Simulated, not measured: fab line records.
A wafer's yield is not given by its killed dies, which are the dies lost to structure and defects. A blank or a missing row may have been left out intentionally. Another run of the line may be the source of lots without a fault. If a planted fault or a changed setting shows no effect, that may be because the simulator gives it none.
Which of the tools did it? + flow nand-harc + Sampling: 24 lots, 72 wafers, 5 of 1302 route steps

## WHAT THE GAUGES SHOWED, per wafer
NHARC_P_M2_CD_MEAS_16. Usual: 169.8 nm for cd-nm, sd 0.83.
| lot  | measured     | on        | cd-nm (nm)        | flag |
|------|--------------|-----------|-------------------|------|
| L074 | day 6 16:54  | cd-sem-01 | 168.9 168.6 169.4 |      |
| L075 | day 6 22:42  | cd-sem-03 | 171.2 169.3 170.7 |      |
| L076 | day 7 03:33  | cd-sem-03 | 169.8 170.2 170.0 |      |
| L077 | day 7 20:25  | cd-sem-01 | 169.9 170.8 170.1 |      |
| L078 | day 8 04:51  | cd-sem-01 | 169.3 171.2 170.2 |      |
| L079 | day 8 09:26  | cd-sem-02 | 170.3 170.5 171.0 |      |
| L080 | day 9 01:23  | cd-sem-01 | 170.5 171.2 168.6 |      |
| L081 | day 9 02:43  | cd-sem-02 | 169.1 168.4 168.5 |      |
| L082 | day 9 13:10  | cd-sem-02 | 171.1 170.7 169.5 |      |
| L083 | day 10 03:00 | cd-sem-02 | 169.4 170.9 169.8 |      |
| L084 | day 10 16:55 | cd-sem-01 | 169.8 170.4 169.8 |      |
| L085 | day 10 19:40 | cd-sem-02 | 169.9 169.1 170.5 |      |
| L086 | day 11 13:43 | cd-sem-03 | 170.2 169.7 168.4 |      |
| L088 | day 12 11:43 | cd-sem-01 | 169.4 168.6 169.6 |      |
| L087 | day 12 12:31 | cd-sem-02 | 169.3 168.8 168.9 |      |
| L089 | day 12 13:23 | cd-sem-03 | 169.2 169.9 169.5 |      |
| L090 | day 13 03:09 | cd-sem-01 | 170.1 169.6 169.9 |      |
| L091 | day 13 12:49 | cd-sem-03 | 168.5 168.9 169.9 |      |
| L092 | day 13 23:34 | cd-sem-03 | 168.7 169.6 170.1 |      |
| L093 | day 14 03:49 | cd-sem-03 | 171.1 171.4 170.2 |      |
| L094 | day 14 18:19 | cd-sem-01 | 169.5 169.1 170.9 |      |
| L095 | day 15 04:58 | cd-sem-01 | 169.0 167.4 169.0 |      |
| L096 | day 15 09:29 | cd-sem-03 | 171.0 169.2 169.8 |      |
| L097 | day 16 01:38 | cd-sem-03 | 169.9 169.4 169.9 |      |

NHARC_A_SOURCE_PLATE_THK_MEAS_06: measures by ellipsometry. Usual: 200.3 nm for thk-nm, sd 2.2.
| lot  | measured     | on            | thk-nm (nm)       | flag |
|------|--------------|---------------|-------------------|------|
| L074 | day 8 00:16  | film-metro-02 | 199.9 204.4 198.7 |      |
| L075 | day 8 03:56  | film-metro-01 | 198.1 196.9 197.2 |      |
| L076 | day 8 09:47  | film-metro-01 | 201.4 203.0 202.3 |      |
| L077 | day 9 04:38  | film-metro-02 | 199.4 198.5 198.1 |      |
| L078 | day 9 10:45  | film-metro-02 | 200.5 200.0 203.0 |      |
| L079 | day 9 14:49  | film-metro-01 | 201.1 203.2 203.1 |      |
| L080 | day 10 11:51 | film-metro-02 | 201.8 200.1 200.6 |      |
| L081 | day 10 11:50 | film-metro-01 | 201.8 200.7 202.2 |      |
| L082 | day 10 23:57 | film-metro-01 | 202.0 203.5 202.4 |      |
| L083 | day 11 09:13 | film-metro-01 | 203.2 201.9 202.3 |      |
| L084 | day 11 22:53 | film-metro-01 | 201.7 202.3 201.4 |      |
| L085 | day 11 22:53 | film-metro-02 | 201.4 199.5 199.8 |      |
| L086 | day 12 19:40 | film-metro-01 | 197.8 198.0 197.1 |      |
| L088 | day 13 18:52 | film-metro-01 | 197.8 198.7 200.1 |      |
| L087 | day 13 18:52 | film-metro-01 | 197.2 198.5 198.1 |      |
| L089 | day 13 18:52 | film-metro-02 | 199.0 198.8 201.0 |      |
| L090 | day 14 11:49 | film-metro-01 | 201.3 200.1 200.7 |      |
| L091 | day 14 19:29 | film-metro-01 | 200.2 199.3 198.4 |      |
| L092 | day 15 06:03 | film-metro-02 | 196.9 196.8 199.4 |      |
| L093 | day 15 09:31 | film-metro-01 | 201.4 201.8 204.0 |      |
| L094 | day 16 01:31 | film-metro-02 | 200.2 201.4 200.0 |      |
| L095 | day 16 10:25 | film-metro-01 | 199.0 198.8 200.0 |      |
| L096 | day 16 16:20 | film-metro-01 | 199.6 198.7 198.0 |      |
| L097 | day 17 07:18 | film-metro-02 | 201.2 199.0 200.6 |      |

NHARC_A_ONON_D1_THK_MEAS_14: measures by ellipsometry. Usual: 1001 nm for thk-nm, sd 11.
| lot  | measured     | on            | thk-nm (nm)    | flag |
|------|--------------|---------------|----------------|------|
| L074 | day 8 03:12  | film-metro-02 | 996 995 996    |      |
| L075 | day 8 06:50  | film-metro-01 | 1002 1000 999  |      |
| L076 | day 8 12:43  | film-metro-01 | 1000 1000 998  |      |
| L077 | day 9 07:35  | film-metro-02 | 994 994 994    |      |
| L078 | day 9 13:39  | film-metro-01 | 988 987 985    |      |
| L079 | day 9 17:46  | film-metro-01 | 1002 1001 1001 |      |
| L080 | day 10 14:46 | film-metro-02 | 1011 1014 1013 |      |
| L081 | day 10 14:46 | film-metro-01 | 1015 1018 1017 |      |
| L082 | day 11 02:55 | film-metro-02 | 1007 1006 1005 |      |
| L083 | day 11 12:11 | film-metro-02 | 995 995 995    |      |
| L084 | day 12 01:47 | film-metro-02 | 1006 1005 1006 |      |
| L085 | day 12 01:46 | film-metro-01 | 988 987 988    |      |
| L086 | day 12 22:37 | film-metro-02 | 1003 1005 1005 |      |
| L088 | day 13 21:47 | film-metro-01 | 1002 1003 1000 |      |
| L087 | day 13 21:49 | film-metro-02 | 1017 1016 1016 |      |
| L089 | day 13 21:48 | film-metro-02 | 1013 1014 1014 |      |
| L090 | day 14 14:46 | film-metro-02 | 997 999 999    |      |
| L091 | day 14 22:28 | film-metro-02 | 1013 1014 1013 |      |
| L092 | day 15 09:00 | film-metro-01 | 1001 1000 1002 |      |
| L093 | day 15 12:29 | film-metro-02 | 989 988 988    |      |
| L094 | day 16 04:25 | film-metro-02 | 979 978 979    |      |
| L095 | day 16 13:19 | film-metro-02 | 1002 999 998   |      |
| L096 | day 16 19:14 | film-metro-01 | 993 993 994    |      |
| L097 | day 17 10:15 | film-metro-01 | 1022 1024 1021 |      |

## TOOL THAT RAN EACH LOT (tool first, then ch and the chambers of the sampled wafers, then the start)
| lot  | NHARC_P_M2_STRIP_18                | NHARC_P_M2_DEGAS_29          |
|------|------------------------------------|------------------------------|
| L074 | rie-diel-02 ch 0,2,3, day 6 17:00  | pvd-sputter-03, day 6 17:38  |
| L075 | rie-diel-02 ch 0,1,3, day 6 22:46  | pvd-sputter-03, day 6 23:25  |
| L076 | rie-diel-01 ch 0,2,3, day 7 03:38  | pvd-sputter-01, day 7 04:17  |
| L077 | rie-diel-02 ch 0,3, day 7 20:29    | pvd-sputter-02, day 7 21:08  |
| L078 | rie-diel-01 ch 0,1,2, day 8 04:57  | pvd-sputter-01, day 8 05:34  |
| L079 | rie-diel-01 ch 0,2, day 8 09:31    | pvd-sputter-02, day 8 10:15  |
| L080 | rie-diel-01 ch 0,1,2, day 9 01:32  | pvd-sputter-03, day 9 02:08  |
| L081 | rie-diel-01 ch 0,2,3, day 9 02:47  | pvd-sputter-01, day 9 03:28  |
| L082 | rie-diel-09 ch 1,2, day 9 13:14    | pvd-sputter-03, day 9 13:53  |
| L083 | rie-diel-01 ch 0,1,3, day 10 03:08 | pvd-sputter-03, day 10 03:43 |
| L084 | rie-diel-09 ch 0,2,3, day 10 17:02 | pvd-sputter-02, day 10 17:39 |
| L085 | rie-diel-02 ch 2,3, day 10 19:44   | pvd-sputter-01, day 10 20:23 |
| L086 | rie-diel-01 ch 2,3, day 11 13:47   | pvd-sputter-02, day 11 14:26 |
| L088 | rie-diel-01 ch 0,1,2, day 12 11:51 | pvd-sputter-03, day 12 12:25 |
| L087 | rie-diel-01 ch 1,2, day 12 12:35   | pvd-sputter-01, day 12 13:16 |
| L089 | rie-diel-01 ch 0,1,3, day 12 13:28 | pvd-sputter-02, day 12 14:09 |
| L090 | rie-diel-02 ch 0,2,3, day 13 03:13 | pvd-sputter-01, day 13 03:52 |
| L091 | rie-diel-09 ch 0,2,3, day 13 12:56 | pvd-sputter-03, day 13 13:32 |
| L092 | rie-diel-01 ch 1,2, day 13 23:40   | pvd-sputter-02, day 14 00:20 |
| L093 | rie-diel-01 ch 0,2, day 14 03:53   | pvd-sputter-03, day 14 04:34 |
| L094 | rie-diel-02 ch 0,1,3, day 14 18:26 | pvd-sputter-02, day 14 19:02 |
| L095 | rie-diel-01 ch 1,2, day 15 05:04   | pvd-sputter-03, day 15 05:44 |
| L096 | rie-diel-09 ch 0,1,2, day 15 09:35 | pvd-sputter-02, day 15 10:13 |
| L097 | rie-diel-02 ch 0,1,2, day 16 01:46 | pvd-sputter-02, day 16 02:20 |
- NHARC_P_M2_STRIP_18: strips in N2/H2.
- NHARC_P_M2_DEGAS_29: time 60 s.

## WHAT THE TOOLS THEMSELVES READ (means of the sampled wafers that have a number; where no wafer has one, the mark that the record gives instead)
NHARC_P_M2_STRIP_18. Usual: chamber-pressure-mTorr 29.997 mTorr, standard deviation 0.027; drypump-motor-current-A 5.8 A, standard deviation 0.48; oes-product-au 1.000 a.u., standard deviation 0.0086; rf-vpp-V 90.7 V, standard deviation 0.86; showerhead-plenum-p-Torr 2.04 Torr, standard deviation 0.079; throttle-valve-pct 14.172 %, standard deviation 0.009.
| lot  | tool        | chamber-pressure-mTorr (mTorr) | drypump-motor-current-A (A) | oes-product-au (a.u.) | rf-vpp-V (V) | showerhead-plenum-p-Torr (Torr) | throttle-valve-pct (%) | flag |
|------|-------------|--------------------------------|-----------------------------|-----------------------|--------------|---------------------------------|------------------------|------|
| L074 | rie-diel-02 | 30.001                         | 5.5                         | 1.006                 | 89.9         | 1.97                            | 14.169                 |      |
| L075 | rie-diel-02 | 29.993                         | 5.6                         | 0.997                 | 90.5         | 1.98                            | 14.173                 |      |
| L076 | rie-diel-01 | 30.019                         | 5.8                         | 1.002                 | 90.6         | 2.03                            | 14.166                 |      |
| L077 | rie-diel-02 | 29.995                         | 5.5                         | 1.003                 | 89.8         | 1.94                            | 14.173                 |      |
| L078 | rie-diel-01 | 29.991                         | 5.8                         | 0.999                 | 89.9         | 2.02                            | 14.174                 |      |
| L079 | rie-diel-01 | 29.988                         | 5.4                         | 0.999                 | 90.5         | 1.96                            | 14.167                 |      |
| L080 | rie-diel-01 | 29.995                         | 5.8                         | 0.986                 | 90.6         | 2.02                            | 14.165                 |      |
| L081 | rie-diel-01 | 30.007                         | 5.8                         | 1.000                 | 90.5         | 2.03                            | 14.168                 |      |
| L082 | rie-diel-09 | 29.995                         | 5.5                         | 0.998                 | 91.3         | 2.17                            | 14.174                 |      |
| L083 | rie-diel-01 | 29.994                         | 6.1                         | 1.000                 | 91.2         | 2.05                            | 14.171                 |      |
| L084 | rie-diel-09 | 29.977                         | 5.7                         | 1.004                 | 90.7         | 2.05                            | 14.175                 |      |
| L085 | rie-diel-02 | 29.993                         | 5.6                         | 1.004                 | 90.5         | 2.00                            | 14.184                 |      |
| L086 | rie-diel-01 | 29.977                         | 6.1                         | 0.991                 | 91.0         | 2.09                            | 14.178                 |      |
| L088 | rie-diel-01 | 30.020                         | 5.8                         | 1.007                 | 90.9         | 2.02                            | 14.165                 |      |
| L087 | rie-diel-01 | 29.991                         | 6.1                         | 1.008                 | 90.5         | 2.07                            | 14.180                 |      |
| L089 | rie-diel-01 | 30.011                         | 6.1                         | 1.008                 | 90.5         | 2.05                            | 14.173                 |      |
| L090 | rie-diel-02 | 29.977                         | 5.5                         | 1.001                 | 90.2         | 1.97                            | 14.166                 |      |
| L091 | rie-diel-09 | 30.030                         | 5.7                         | 1.004                 | 90.9         | 2.05                            | 14.178                 |      |
| L092 | rie-diel-01 | 30.008                         | 5.8                         | 0.991                 | 90.8         | 2.05                            | 14.166                 |      |
| L093 | rie-diel-01 | 29.993                         | 5.4                         | 0.999                 | 90.8         | 1.99                            | 14.175                 |      |
| L094 | rie-diel-02 | 30.014                         | 5.6                         | 0.998                 | 91.0         | 1.98                            | 14.174                 |      |
| L095 | rie-diel-01 | 29.970                         | 5.8                         | 0.995                 | 90.9         | 2.04                            | 14.173                 |      |
| L096 | rie-diel-09 | 29.981                         | 5.5                         | 1.007                 | 91.5         | 2.10                            | 14.179                 |      |
| L097 | rie-diel-02 | 30.027                         | 5.6                         | 1.000                 | 90.5         | 1.96                            | 14.169                 |      |

NHARC_P_M2_DEGAS_29. Usual: 338 W for heater-power-w, sd 37.
| lot  | tool           | heater-power-w (W) | flag |
|------|----------------|--------------------|------|
| L074 | pvd-sputter-03 | 327                |      |
| L075 | pvd-sputter-03 | 313                |      |
| L076 | pvd-sputter-01 | 411                |      |
| L077 | pvd-sputter-02 | 328                |      |
| L078 | pvd-sputter-01 | 376                |      |
| L079 | pvd-sputter-02 | 330                |      |
| L080 | pvd-sputter-03 | 322                |      |
| L081 | pvd-sputter-01 | 362                |      |
| L082 | pvd-sputter-03 | 310                |      |
| L083 | pvd-sputter-03 | 307                |      |
| L084 | pvd-sputter-02 | 320                |      |
| L085 | pvd-sputter-01 | 410                |      |
| L086 | pvd-sputter-02 | 302                |      |
| L088 | pvd-sputter-03 | 324                |      |
| L087 | pvd-sputter-01 | 403                |      |
| L089 | pvd-sputter-02 | 335                |      |
| L090 | pvd-sputter-01 | 384                |      |
| L091 | pvd-sputter-03 | 322                |      |
| L092 | pvd-sputter-02 | 316                |      |
| L093 | pvd-sputter-03 | 323                |      |
| L094 | pvd-sputter-02 | 331                |      |
| L095 | pvd-sputter-03 | 288                |      |
| L096 | pvd-sputter-02 | 322                |      |
| L097 | pvd-sputter-02 | 328                |      |

## THE ANSWER, worked out from the rows above alone
Rule: lot off if the mean of its wafers having a number is beyond 3 standard deviations from the usual mean. A lot without any number at a reading at which 4 lots or more have one is off too. Where the step has rows for the other lots, those lots are counted as sound. After the gauges, taken in route order, come the tools' own readings; for these a lot's mean is taken, as printed above. The first step at which some lot is off is used, and at that step the reading that is off furthest; a lot without a number counts as furthest.
No lot is off at any reading shown: from this, nothing can be told.

## WHAT THE SIMULATOR PUT IN
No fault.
